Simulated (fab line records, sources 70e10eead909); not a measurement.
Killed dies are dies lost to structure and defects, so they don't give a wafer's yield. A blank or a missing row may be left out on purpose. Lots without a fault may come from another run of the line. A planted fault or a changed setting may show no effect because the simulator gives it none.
fab line records | flow nand_harc
record lots=15 wafers=45 last_day=33
route steps=1302 shown A_CONTACT@998
lots that met no fault: from a run of the same line without faults
start_h: hours from the record's first day to the start of the lot's first wafer shown | wait_h: hours since the lot's step before | " the same as in the row above | L1.1+2: a row that stands for several wafers | - no value, or no start given | * or withheld: withheld | < > ~ a bound
route shown NAME@n: a module of which the file shows steps, and the number in the route of the first | usual: mean/standard deviation of fault-free wafers | same: alike in all rows | chamber/n: place in a boat | sites: the reading at each site | _std_site: their standard deviation | _edge_site: outer sites' mean less inner sites' | radius_mm: how far each site lies from the wafer's centre | mask NAME#n: copy n | behind: the tool/chamber that last shaped the wafer | hold: why the lot was held/for how many hours/how that ended | device: the transistor (n, p or np) that didn't switch | end of line: the same wafers' tests at the end of the route | a step without rows: its recipe alone | killed: dies lost to structure and defects at the first sort, not the wafer's yield | map: a wafer's dies, x killed, . not, _ none there
set.NAME: the setting as run; set.NAME@STEP: as run at that earlier step | model.NAME: the simulator's own value behind a step, which no gauge read
steps of the route over a sample of lots; a table a step, a row a wafer
services: from which hour (start_h, from the record's first day; less than 0 if before it) a tool's chamber was out of use, for how many hours, and why
## steps
# step NHARC_A_CONTACT_OVL_MEAS_43
# usual overlay_x_nm=0.0/0.87 overlay_y_nm=0.0/0.86
# columns lot.wafer tool chamber start_h wait_h overlay_x_nm overlay_y_nm
L252.1 overlay-02 - 483.54 - -0.7 0.6
L252.2 " - " " -0.5 0.2
L252.3 " - " " -0.3 0.0
L251.1 overlay-01 - 502.68 - 0.7 -0.7
L251.3 " - " " 0.3 -1.0
L251.4 " - " " 0.8 -0.8
L255.3 overlay-01 - 529.25 - -1.8 -1.6
L255.4 " - " " -1.7 -1.6
L255.6 " - " " -1.8 -2.2
L256.2 overlay-01 - 530.24 - 0.0 0.8
L256.3 " - " " 1.3 0.5
L256.5 " - " " 0.0 0.6
L259.1 overlay-01 - 563.80 - -0.2 -1.0
L259.2 " - " " 0.0 -0.5
L259.6 " - " " 0.1 -0.6
L257.1 overlay-02 - 567.81 - 0.4 0.1
L257.3 " - " " 0.0 0.4
L257.6 " - " " 0.0 -0.5
L261.4 overlay-02 - 606.24 - 1.2 -0.3
L261.5 " - " " 0.9 0.3
L261.6 " - " " 1.4 -0.7
L263.1 overlay-02 - 615.87 - 0.9 -0.6
L263.3 " - " " 0.4 -0.4
L263.6 " - " " 0.7 -0.9
L262.1 overlay-02 - 617.71 - 0.1 -1.3
L262.4 " - " " 0.4 -0.8
L262.6 " - " " 0.0 -0.5
L265.3 overlay-01 - 637.03 - 1.0 0.9
L265.4 " - " " 1.2 0.6
L265.5 " - " " 0.8 1.1
L268.2 overlay-02 - 657.85 - 0.0 0.0
L268.4 " - " " -0.1 0.0
L268.5 " - " " -0.8 -0.1
L272.2 overlay-01 - 696.11 - 0.7 0.4
L272.3 " - " " 0.2 0.9
L272.6 " - " " 0.0 0.5
L274.3 overlay-02 - 700.40 - -0.3 0.6
L274.4 " - " " -0.3 0.2
L274.6 " - " " 0.1 0.9
L271.1 overlay-02 - 701.00 - -1.5 1.0
L271.2 " - " " -1.4 1.0
L271.4 " - " " -0.7 1.3
L273.1 overlay-02 - 719.12 - -0.4 1.3
L273.5 " - " " 0.2 1.4
L273.6 " - " " -0.1 1.4
# step NHARC_A_CONTACT_ETCH_111
# recipe source_w=withheld pressure_mtorr=20 bias_v=withheld time_s=140 target_depth_a=7000 ar_flow_sccm=withheld c4f8_flow_sccm=withheld o2_flow_sccm=withheld chemistry=C4F8/O2/Ar
# usual chamber_pressure_mTorr=19.999/0.019 oes_air_line_au=1.003/0.02
# columns lot.wafer tool chamber start_h wait_h chamber_pressure_mTorr oes_air_line_au rf_hours_counter_h
L252.1 har_cap_etch-02 0 485.45 - 20.012 0.976 74
L252.2 " 1 " " 19.984 1.025 74
L252.3 " 1 " " 19.975 1.010 -
L251.1 har_cap_etch-02 0 507.43 - 19.992 1.007 79
L251.3 " 0 " " 19.987 1.066 -
L251.4 " 1 " " 20.009 1.000 -
L255.3 har_cap_etch-02 1 531.23 - 19.951 1.018 -
L255.4 " 0 " " 19.990 1.020 -
L255.6 " 0 " " 19.997 1.008 -
L256.2 har_cap_etch-03 0 532.15 - 20.005 1.013 49
L256.3 " 1 " " 20.019 1.003 -
L256.5 " 1 " " 20.021 0.995 -
L259.1 har_cap_etch-02 0 565.73 - 19.996 1.031 90
L259.2 " 1 " " 19.987 0.984 90
L259.6 " 0 " " 20.004 1.000 -
L257.1 har_cap_etch-03 1 569.73 - 20.003 1.026 54
L257.3 " 1 " " 19.989 1.004 -
L257.6 " 1 " " 20.008 1.044 -
L261.4 har_cap_etch-01 0 608.26 - 19.999 0.988 -
L261.6 " 0 " " 19.966 0.978 -
L261.5 " 1 " " 19.999 0.981 -
L263.1 har_cap_etch-02 0 617.78 - 19.981 1.031 97
L263.3 " 0 " " 19.997 1.012 -
L263.6 " 1 " " 20.028 0.983 -
L262.1 har_cap_etch-03 1 619.73 - 19.996 0.987 61
L262.4 " 1 " " 20.016 0.982 -
L262.6 " 0 " " 20.000 0.977 -
L265.3 har_cap_etch-02 0 639.73 - 20.025 1.022 -
L265.4 " 1 " " 20.000 0.990 -
L265.5 " 0 " " 19.977 1.003 -
L268.2 har_cap_etch-02 0 659.86 - 19.984 0.974 108
L268.4 " 0 " " 19.934 0.991 -
L268.5 " 0 " " 20.003 1.009 -
L272.2 har_cap_etch-01 1 698.07 - 19.987 1.032 32
L272.3 " 0 " " 20.012 0.995 -
L272.6 " 1 " " 19.987 1.043 -
L274.4 har_cap_etch-02 0 702.38 - 19.945 1.001 -
L274.3 " 1 " " 20.011 1.011 -
L274.6 " 1 " " 20.028 1.030 -
L271.2 har_cap_etch-03 0 703.08 - 19.962 1.007 79
L271.1 " 1 " " 20.000 0.991 79
L271.4 " 1 " " 20.001 0.977 -
L273.1 har_cap_etch-03 1 721.08 - 19.987 1.011 83
L273.6 " 0 " " 20.006 1.008 -
L273.5 " 1 " " 20.011 0.975 -
# step NHARC_A_CONTACT_ETCH_114
# recipe source_w=withheld pressure_mtorr=20 bias_v=3000 time_s=190 target_depth_a=18500 ar_flow_sccm=withheld c4f8_flow_sccm=withheld o2_flow_sccm=withheld chemistry=C4F8/O2/Ar
# usual chamber_pressure_mTorr=19.998/0.02 oes_air_line_au=0.997/0.019
# columns lot.wafer tool chamber start_h wait_h chamber_pressure_mTorr oes_air_line_au rf_hours_counter_h
L252.1 har_cap_etch-02 0 485.99 0.1 19.976 0.998 75
L252.2 " 1 " " 20.029 0.998 75
L252.3 " 1 " " 20.012 0.980 -
L251.1 har_cap_etch-02 0 507.99 0.1 20.016 1.008 79
L251.3 " 0 " " 20.012 1.005 -
L251.4 " 1 " " 20.042 0.969 -
L255.3 har_cap_etch-02 1 531.76 0.1 20.014 1.036 -
L255.4 " 0 " " 20.014 1.024 -
L255.6 " 0 " " 19.993 1.021 -
L256.2 har_cap_etch-03 0 532.88 0.2 19.978 1.008 49
L256.3 " 1 " " 19.998 1.021 -
L256.5 " 1 " " 19.975 0.989 -
L259.1 har_cap_etch-02 0 566.27 0.1 20.005 0.998 90
L259.2 " 1 " " 19.983 1.011 90
L259.6 " 0 " " 19.976 1.003 -
L257.1 har_cap_etch-03 1 570.27 0.1 19.985 0.986 55
L257.3 " 1 " " 20.021 0.967 -
L257.6 " 1 " " 20.012 0.976 -
L261.4 har_cap_etch-01 0 608.83 0.1 - - -
L261.6 " 0 " " - - -
L261.5 " 1 " " - - -
L263.1 har_cap_etch-02 0 618.51 0.2 - - -
L263.3 " 0 " " - - -
L263.6 " 1 " " - - -
L262.1 har_cap_etch-03 1 620.44 0.2 - - -
L262.4 " 1 " " - - -
L262.6 " 0 " " - - -
L265.3 har_cap_etch-02 0 640.26 0.1 20.005 0.986 -
L265.4 " 1 " " 20.014 0.981 -
L265.5 " 0 " " 20.040 0.986 -
L268.2 har_cap_etch-02 0 660.40 0.1 19.995 1.018 109
L268.4 " 0 " " 20.001 0.988 -
L268.5 " 0 " " 20.012 1.025 -
L272.2 har_cap_etch-01 1 698.60 0.1 20.002 0.994 33
L272.3 " 0 " " 19.993 0.985 -
L272.6 " 1 " " 19.957 0.966 -
L274.4 har_cap_etch-02 0 702.92 0.1 19.993 0.973 -
L274.3 " 1 " " 20.030 0.990 -
L274.6 " 1 " " 20.003 0.994 -
L271.2 har_cap_etch-03 0 703.80 0.2 19.996 0.983 79
L271.1 " 1 " " 20.038 1.025 79
L271.4 " 1 " " 19.988 1.002 -
L273.1 har_cap_etch-03 1 721.61 0.1 19.983 1.019 83
L273.6 " 0 " " 20.013 1.003 -
L273.5 " 1 " " 20.002 1.006 -
# step NHARC_A_CONTACT_ETCH_115
# recipe source_w=withheld pressure_mtorr=20 bias_v=3000 time_s=190 target_depth_a=18500 ar_flow_sccm=withheld c4f8_flow_sccm=withheld o2_flow_sccm=withheld chemistry=C4F8/O2/Ar
# usual chamber_pressure_mTorr=19.998/0.018 oes_air_line_au=1.001/0.021
# columns lot.wafer tool chamber start_h wait_h chamber_pressure_mTorr oes_air_line_au rf_hours_counter_h
L252.1 har_cap_etch-02 0 486.16 0.1 19.994 1.003 75
L252.2 " 1 " " 19.987 0.997 75
L252.3 " 1 " " 19.997 1.003 -
L251.1 har_cap_etch-02 0 508.15 0.1 20.009 1.001 79
L251.3 " 0 " " 20.006 1.007 -
L251.4 " 1 " " 19.981 0.996 -
L255.3 har_cap_etch-02 1 531.93 0.1 19.975 0.953 -
L255.4 " 0 " " 19.991 1.022 -
L255.6 " 0 " " 20.007 0.984 -
L256.2 har_cap_etch-03 0 533.11 0.2 20.011 1.004 50
L256.3 " 1 " " 20.000 1.001 -
L256.5 " 1 " " 20.002 0.960 -
L259.1 har_cap_etch-02 0 566.44 0.1 19.987 0.988 90
L259.2 " 1 " " 19.960 1.004 90
L259.6 " 0 " " 20.010 0.981 -
L257.1 har_cap_etch-03 1 570.44 0.1 19.979 0.983 55
L257.3 " 1 " " 20.026 1.011 -
L257.6 " 1 " " 20.001 0.979 -
L261.4 har_cap_etch-01 0 609.00 0.1 19.976 0.995 -
L261.6 " 0 " " 19.997 0.969 -
L261.5 " 1 " " 19.970 1.005 -
L263.1 har_cap_etch-02 0 618.73 0.2 19.989 0.977 98
L263.3 " 0 " " 20.019 1.011 -
L263.6 " 1 " " 19.995 1.054 -
L262.1 har_cap_etch-03 1 620.67 0.2 19.988 0.995 62
L262.4 " 1 " " 20.033 0.994 -
L262.6 " 0 " " 20.007 0.978 -
L265.3 har_cap_etch-02 0 640.43 0.1 19.991 0.994 -
L265.4 " 1 " " 20.007 0.984 -
L265.5 " 0 " " 20.027 0.958 -
L268.2 har_cap_etch-02 0 660.57 0.1 19.978 1.022 109
L268.4 " 0 " " 19.999 1.001 -
L268.5 " 0 " " 19.997 1.007 -
L272.2 har_cap_etch-01 1 698.77 0.1 19.981 0.993 33
L272.3 " 0 " " 19.980 0.996 -
L272.6 " 1 " " 20.025 1.021 -
L274.4 har_cap_etch-02 0 703.08 0.1 20.019 1.023 -
L274.3 " 1 " " 19.990 0.974 -
L274.6 " 1 " " 19.999 0.998 -
L271.2 har_cap_etch-03 0 704.02 0.2 19.999 1.025 79
L271.1 " 1 " " 20.028 0.981 79
L271.4 " 1 " " 19.967 1.035 -
L273.1 har_cap_etch-03 1 721.78 0.1 20.002 0.998 83
L273.6 " 0 " " 19.989 0.997 -
L273.5 " 1 " " 19.968 1.010 -
## services
# columns tool chamber start_h hours kind
har_cap_etch-01 - 500.04 17.0 pm
har_cap_etch-01 0 500.04 17.0 vent_cycle
har_cap_etch-01 1 500.04 17.0 vent_cycle
har_cap_etch-01 0 517.04 - clean
har_cap_etch-01 1 517.04 - clean
## key
first_sign step=NHARC_A_CONTACT_ETCH_114 reading=tool_record direction=missing
effect none on later readings
met_at NHARC_A_CONTACT_ETCH_114
struck_lots L261,L262,L263
later_rows_left_out L261.4,L261.5,L261.6,L262.1,L262.4,L262.6,L263.1,L263.3,L263.6
sort_left_out L261.4,L261.5,L261.6,L262.1,L262.4,L262.6,L263.1,L263.3,L263.6
tester_left_out L261,L262,L263
not_acting_at NHARC_A_CONTACT_OVL_MEAS_43,NHARC_A_CONTACT_ETCH_111,NHARC_A_CONTACT_ETCH_115
onset_between 570.27 608.83
fault kind=skipped_step_whole tool=har_cap_etch-01,har_cap_etch-02,har_cap_etch-03 chamber=- onset_h=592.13 steps=NHARC_A_CONTACT_ETCH_114 scope=struck_lots_only
# tester_left_out: of these lots the tester's yield and bins aren't shown, on N5 and GAA mostly nor the transistor test; their killed dies are dies lost to structure and defects alone, not to doping, threshold or leakage, so they don't give the yield
# sort_left_out: the simulated sort isn't trusted on such a fault, so these wafers' sort isn't shown, and their yield isn't known
# later_rows_left_out: the simulator's readings of these wafers behind a module that went badly wrong aren't trusted and aren't shown, but for the sort
